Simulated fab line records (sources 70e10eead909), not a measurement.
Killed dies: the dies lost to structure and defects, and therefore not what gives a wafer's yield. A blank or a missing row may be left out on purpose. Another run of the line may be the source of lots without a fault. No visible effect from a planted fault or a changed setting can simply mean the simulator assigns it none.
Matching of chambers ; flow nand_harc ; NHARC_P_GATE_STRIP_101 on rie_diel-08: 4 sister chambers
The step strips in O2, time 20 s. 8 wafers are shown with their chamber, then 9 later ones without.

== WAFERS, EACH WITH ITS CHAMBER ==
wafer;chamber;showerhead_plenum_p_Torr (Torr);drypump_motor_current_A (A)
L112.2;2;3.32;5.8
L114.6;3;3.54;5.6
L116.3;3;3.54;5.6
L119.2;0;3.51;5.7
L119.3;2;3.31;5.8
L120.3;0;3.51;5.8
L120.4;1;3.72;6.5
L120.5;1;3.72;6.5

== WAFERS WITH NO CHAMBER GIVEN ==
wafer;showerhead_plenum_p_Torr (Torr);drypump_motor_current_A (A)
L122.1;3.51;5.8
L122.2;3.53;5.6
L122.3;3.31;5.8
L123.3;3.72;6.5
L123.4;3.31;5.8
L123.5;3.53;5.6
L124.3;3.31;5.8
L124.4;3.31;5.8
L124.6;3.53;5.6

== WHICH CHAMBER EACH ONE RAN IN ==
wafer;from the rows above;in truth
L122.1;0;0
L122.2;3;3
L122.3;2;2
L123.3;1;1
L123.4;2;2
L123.5;3;3
L124.3;2;2
L124.4;2;2
L124.6;3;3
Placed correctly: 9 of 9. Left unplaced by these rows: 0. Number placed wrongly: 0.
How it was worked out, from the rows above alone: a wafer's distance from a chamber is the root of the sum, over the readings, of the square of ((its reading less the chamber's mean) divided by the reading's scatter). The wafer belongs to the nearest chamber; if the next one is less than 2 further off, it can't be placed. The mean given for a chamber averages the wafers shown for that chamber. The scatter: take each reading less its chamber's mean, square it, sum over the shown wafers, divide by the number of wafers less the number of chambers, and take the root.
